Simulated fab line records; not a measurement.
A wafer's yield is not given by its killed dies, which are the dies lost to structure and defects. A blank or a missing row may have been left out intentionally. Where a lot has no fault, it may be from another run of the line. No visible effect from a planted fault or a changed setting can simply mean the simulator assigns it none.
Which tool is to blame? -- flow n5Finfet -- Sampling: 23 lots, 69 wafers, 4 of 1938 route steps

## WHAT THE GAUGES READ, wafer by wafer
N5_BEOL_M7_OVL_MEAS_29. Usual: for V6_OVL the level is -0.2 nm and the standard deviation is 0.68.
lot,measured,on,V6_OVL (nm),flag
L074,day 8 22:43,overlay-02,0.3 0.0 -0.3,
L076,day 9 06:52,overlay-02,-0.2 0.2 0.8,
L075,day 9 08:06,overlay-01,-1.1 -0.5 -1.1,
L077,day 9 15:16,overlay-02,0.7 0.3 0.2,
L078,day 9 17:14,overlay-02,0.0 0.1 -0.4,
L079,day 9 22:50,overlay-01,-0.5 0.4 1.6,
L080,day 10 02:23,overlay-02,-1.4 0.6 -0.1,
L082,day 10 04:44,overlay-02,0.3 0.0 -0.2,
L081,day 10 08:25,overlay-01,0.8 0.4 -0.1,
L083,day 10 10:46,overlay-01,-0.2 0.4 0.3,
L088,day 13 23:09,overlay-02,0.3 -0.7 -1.0,
L095,day 14 03:06,overlay-01,-1.1 -2.1 -1.8,
L094,day 14 06:04,overlay-02,0.2 0.1 -0.7,
L085,day 14 08:11,overlay-01,-1.0 -0.2 -0.4,
L090,day 14 08:58,overlay-01,-0.2 -0.5 -0.1,
L089,day 14 16:23,overlay-02,0.3 -0.6 1.0,
L092,day 14 22:53,overlay-01,1.3 0.4 0.3,
L091,day 15 05:37,overlay-02,-0.4 0.5 0.4,
L087,day 15 11:10,overlay-01,-0.8 -0.6 -1.0,
L093,day 15 11:23,overlay-01,-0.2 -0.9 -1.0,
L096,day 15 15:43,overlay-01,0.1 0.7 0.9,
L086,day 15 23:53,overlay-01,0.4 0.1 0.6,
L097,day 16 04:58,overlay-01,0.2 -0.5 1.0,

N5_BEOL_M8_CD_MEAS_11: the cd target is 38.5 nm. Usual: cdNm at 38.7 nm, with a standard deviation of 0.52.
lot,measured,on,cdNm (nm),flag
L074,day 9 03:10,cdSem-03,38.1 38.9 37.8,
L076,day 9 12:28,cdSem-03,38.5 38.9 37.9,
L075,day 9 14:12,cdSem-02,38.0 38.7 38.2,
L077,day 9 20:38,cdSem-01,38.2 38.8 38.5,
L078,day 9 22:03,cdSem-01,38.6 37.8 39.0,
L079,day 10 03:16,cdSem-02,39.0 38.9 38.3,
L080,day 10 06:06,cdSem-02,39.1 38.7 38.9,
L082,day 10 08:55,cdSem-02,39.2 39.4 39.7,
L081,day 10 12:13,cdSem-03,38.1 37.8 38.5,
L083,day 10 14:26,cdSem-01,38.2 38.2 38.5,
L088,day 14 04:11,cdSem-02,39.2 38.5 39.4,
L095,day 14 09:40,cdSem-03,39.1 39.7 39.3,
L094,day 14 10:13,cdSem-03,38.1 38.5 38.8,
L085,day 14 14:07,cdSem-03,38.5 38.5 38.5,
L090,day 14 14:33,cdSem-03,39.1 38.5 38.7,
L089,day 14 23:31,cdSem-02,39.1 38.6 39.4,
L092,day 15 06:47,cdSem-01,39.2 39.4 39.1,
L091,day 15 09:50,cdSem-01,38.0 38.2 39.0,
L087,day 15 17:29,cdSem-01,39.0 38.1 39.5,
L093,day 15 18:08,cdSem-01,39.1 38.4 38.2,
L096,day 15 21:22,cdSem-02,38.5 38.5 39.1,
L086,day 16 09:40,cdSem-01,39.4 40.0 38.8,
L097,day 16 10:14,cdSem-01,38.0 38.5 37.8,

## WHICH TOOL RAN EACH LOT (tool, then ch and the chambers of the sampled wafers, then the start)
lot,N5_BEOL_M7_STRIP_80,N5_BEOL_M8_CURE_74
L074,"rieDiel-01 ch 0,1,2, day 9 02:04 or earlier","uvCure-02 ch 1, day 9 02:04"
L076,"rieDiel-05 ch 0,2, day 9 11:31 or earlier","uvCure-03 ch 0, day 9 11:31"
L075,"rieDiel-06 ch 0,1,2, day 9 12:07 or earlier","uvCure-03 ch 2, day 9 12:07"
L077,"rieDiel-06 ch 2,3, day 9 19:34 or earlier","uvCure-02 ch 0, day 9 19:34"
L078,"rieDiel-05 ch 0,2, day 9 21:03 or earlier","uvCure-01 ch 1, day 9 21:03"
L079,"rieDiel-01 ch 1,2,3, day 10 02:17 or earlier","uvCure-02 ch 2, day 10 02:17"
L080,"rieDiel-06 ch 0,2, day 10 05:11 or earlier","uvCure-03 ch 0, day 10 05:11"
L082,"rieDiel-01 ch 0,1,3, day 10 07:54 or earlier","uvCure-03 ch 0, day 10 07:54"
L081,"rieDiel-06 ch 0,1,3, day 10 11:11 or earlier","uvCure-03 ch 2, day 10 11:11"
L083,"rieDiel-06 ch 0,1,2, day 10 13:28 or earlier","uvCure-01 ch 2, day 10 13:28"
L088,"rieDiel-06 ch 0,2,3, day 14 02:22 or earlier","uvCure-02 ch 1, day 14 02:22"
L095,"rieDiel-05 ch 0,1,2, day 14 07:37 or earlier","uvCure-03 ch 2, day 14 07:37"
L094,"rieDiel-05 ch 1,2, day 14 09:22 or earlier","uvCure-03 ch 1, day 14 09:22"
L085,"rieDiel-05 ch 0,2,3, day 14 13:13 or earlier","uvCure-03 ch 2, day 14 13:13"
L090,"rieDiel-06 ch 0,2, day 14 13:26 or earlier","uvCure-01 ch 0, day 14 13:26"
L089,"rieDiel-01 ch 2,3, day 14 20:08 or earlier","uvCure-01 ch 2, day 14 20:08"
L092,"rieDiel-06 ch 1,2,3, day 15 03:25 or earlier","uvCure-02 ch 2, day 15 03:25"
L091,"rieDiel-06 ch 1,2,3, day 15 08:37 or earlier","uvCure-03 ch 1, day 15 08:37"
L087,"rieDiel-05 ch 0,1,2, day 15 14:50 or earlier","uvCure-02 ch 1, day 15 14:50"
L093,"rieDiel-06 ch 0,2,3, day 15 16:56 or earlier","uvCure-01 ch 0, day 15 16:56"
L096,"rieDiel-05 ch 0,1,3, day 15 18:55 or earlier","uvCure-01 ch 2, day 15 18:55"
L086,"rieDiel-06 ch 1,2, day 16 06:28 or earlier","uvCure-02 ch 0, day 16 06:28"
L097,"rieDiel-05 ch 1,2, day 16 08:02 or earlier","uvCure-02 ch 1, day 16 08:02"
- N5_BEOL_M7_STRIP_80: strips in N2/H2, time 10 s.
- N5_BEOL_M8_CURE_74: cures SiCOH lowk, time 240 s.

## WHAT THE TOOLS THEMSELVES READ (means of the sampled wafers that have a number; where no wafer has one, the mark that the record gives instead)
N5_BEOL_M7_STRIP_80. Usual: value, then standard deviation, for each; chamberPressureMTorr 19.999 mTorr / 0.018; drypumpMotorCurrentA 5.8 A / 0.67; h2FlowSccm 200.1 sccm / 0.58; oesProductAu 0.76 a.u. / 0.078; rfVppV 59.1 V / 0.9; showerheadPlenumPTorr 2.54 Torr / 0.099; throttleValvePct 23.65 % / 0.25.
lot,tool,chamberPressureMTorr (mTorr),drypumpMotorCurrentA (A),h2FlowSccm (sccm),oesProductAu (a.u.),rfVppV (V),showerheadPlenumPTorr (Torr),throttleValvePct (%),flag
L074,rieDiel-01,19.993,5.3,200.3,0.73,59.2,2.59,23.71,
L076,rieDiel-05,20.021,6.2,199.8,0.69,58.5,2.47,23.89,
L075,rieDiel-06,20.020,6.1,199.6,0.82,59.6,2.56,23.38,
L077,rieDiel-06,20.015,5.8,200.4,0.79,58.4,2.51,23.66,
L078,rieDiel-05,20.004,6.2,200.2,0.69,59.1,2.47,23.89,
L079,rieDiel-01,19.988,5.1,200.2,0.70,58.9,2.54,23.72,
L080,rieDiel-06,20.001,6.5,200.6,0.87,59.7,2.56,23.30,
L082,rieDiel-01,19.997,5.0,199.9,0.71,59.6,2.58,23.81,
L081,rieDiel-06,20.009,5.7,199.9,0.75,59.4,2.57,23.56,
L083,rieDiel-06,20.008,6.1,200.4,0.81,59.7,2.56,23.39,
L088,rieDiel-06,20.007,6.1,200.3,0.79,58.7,2.55,23.49,
L095,rieDiel-05,20.006,6.2,199.6,0.68,59.4,2.46,23.86,
L094,rieDiel-05,20.005,6.2,200.2,0.70,58.9,2.47,23.81,
L085,rieDiel-05,19.997,5.7,200.2,0.74,59.1,2.56,23.81,
L090,rieDiel-06,19.996,6.4,200.0,0.81,59.3,2.60,23.29,
L089,rieDiel-01,19.984,5.3,200.4,0.80,60.2,2.50,23.69,
L092,rieDiel-06,19.980,5.8,199.8,0.75,58.8,2.49,23.64,
L091,rieDiel-06,19.994,5.8,199.8,0.74,58.5,2.49,23.64,
L087,rieDiel-05,19.998,6.2,200.2,0.68,58.6,2.46,23.88,
L093,rieDiel-06,19.975,6.1,200.0,0.77,59.3,2.55,23.50,
L096,rieDiel-05,20.010,6.1,199.7,0.74,59.0,2.49,23.88,
L086,rieDiel-06,20.005,6.1,200.3,0.78,58.6,2.48,23.49,
L097,rieDiel-05,20.008,5.8,200.2,0.68,59.2,2.53,23.76,

N5_BEOL_M8_CURE_74. Usual: lampPowerPct 52.31 %, standard deviation 0.052; wafer_temp_C_max 387.2, standard deviation 0.93.
lot,tool,lampPowerPct (%),wafer_temp_C_max,flag
L074,uvCure-02,52.25,387.7,
L076,uvCure-03,52.29,387.8,
L075,uvCure-03,52.29,386.0,
L077,uvCure-02,52.28,387.9,
L078,uvCure-01,52.33,386.7,
L079,uvCure-02,52.33,386.5,
L080,uvCure-03,52.30,387.7,
L082,uvCure-03,52.28,388.2,
L081,uvCure-03,52.34,385.9,
L083,uvCure-01,52.27,387.3,
L088,uvCure-02,52.32,387.4,
L095,uvCure-03,52.28,385.4,
L094,uvCure-03,52.32,386.9,
L085,uvCure-03,52.33,386.0,
L090,uvCure-01,52.26,388.6,
L089,uvCure-01,52.28,387.9,
L092,uvCure-02,52.35,386.2,
L091,uvCure-03,52.35,386.8,
L087,uvCure-02,52.31,387.1,
L093,uvCure-01,52.33,389.0,
L096,uvCure-01,52.33,387.7,
L086,uvCure-02,52.27,387.4,
L097,uvCure-02,52.35,387.6,

## THE ANSWER, worked out from the rows above alone
Rule: a lot is off if the mean of its wafers that have a number lies more than 3 standard deviations from the usual mean. A lot without any number at a reading at which 4 lots or more have one is off too. Any other lot the step has rows for is counted as sound. First the gauges in route order, then the tools' own readings, where a lot's mean is used as printed above. At the first step where some lot is off, the reading lying furthest off is the one used; lots without a number count as furthest.
Nothing can be told from this: no lot is off at any reading shown.

## WHAT THE SIMULATOR PUT IN
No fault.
